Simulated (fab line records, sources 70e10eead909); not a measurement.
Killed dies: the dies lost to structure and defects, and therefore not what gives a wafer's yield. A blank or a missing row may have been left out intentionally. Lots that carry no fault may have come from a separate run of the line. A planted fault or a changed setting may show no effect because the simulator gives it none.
Matching of chambers :: flow nand harc :: NHARC_A_M0_ETCH_34 on rie diel-05 has 4 sister chambers
The step etches the open film in N2/H2, target depth 40 nm, overetch 12 nm, time 43.94 s. 8 wafers are shown with their chamber, then 8 later ones without.

== WAFERS, EACH WITH ITS CHAMBER ==
wafer: L330.4
chamber: 3
rf vpp V (V): 424.1
run length s (s): 64.6

wafer: L335.3
chamber: 0
rf vpp V (V): 430.0
run length s (s): 65.1

wafer: L335.4
chamber: 3
rf vpp V (V): 425.3
run length s (s): 64.5

wafer: L335.5
chamber: 1
rf vpp V (V): 430.1
run length s (s): 65.4

wafer: L341.2
chamber: 1
rf vpp V (V): 430.1
run length s (s): 65.0

wafer: L341.3
chamber: 2
rf vpp V (V): 431.9
run length s (s): 64.3

wafer: L341.6
chamber: 2
rf vpp V (V): 432.6
run length s (s): 64.3

wafer: L343.3
chamber: 0
rf vpp V (V): 428.7
run length s (s): 65.2

== WAFERS WHOSE CHAMBER IS MISSING ==
wafer: L343.5
rf vpp V (V): 432.2
run length s (s): 64.4

wafer: L343.6
rf vpp V (V): 426.4
run length s (s): 64.6

wafer: L342.3
rf vpp V (V): 430.4
run length s (s): 65.4

wafer: L342.4
rf vpp V (V): 432.9
run length s (s): 64.4

wafer: L342.6
rf vpp V (V): 426.8
run length s (s): 64.4

wafer: L351.2
rf vpp V (V): 426.6
run length s (s): 64.6

wafer: L351.3
rf vpp V (V): 427.6
run length s (s): 65.8

wafer: L351.4
rf vpp V (V): 432.3
run length s (s): 64.2

== EACH ONE'S CHAMBER ==
wafer: L343.5
from the rows above: 2
in truth: 2

wafer: L343.6
from the rows above: 3
in truth: 3

wafer: L342.3
from the rows above: can't be placed: 1 or 0
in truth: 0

wafer: L342.4
from the rows above: 2
in truth: 2

wafer: L342.6
from the rows above: 3
in truth: 3

wafer: L351.2
from the rows above: 3
in truth: 3

wafer: L351.3
from the rows above: can't be placed: 0 or 1
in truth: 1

wafer: L351.4
from the rows above: 2
in truth: 2
Correctly placed: 6 of 8. From these rows, 2 cannot be placed; in 2 the true chamber is one of the candidates. Placed wrongly: 0.
How it was worked out, from the rows above alone: a wafer's distance from a chamber is the root of the sum, over the readings, of the square of ((its reading less the chamber's mean) divided by the reading's scatter). The wafer belongs to the nearest chamber; if the next one is less than 2 further off, it can't be placed. For every chamber, the mean is computed from those of its wafers that are shown. The scatter: the root of (the sum of the squares of (reading less its chamber's mean) over the shown wafers, divided by (wafers less chambers)).
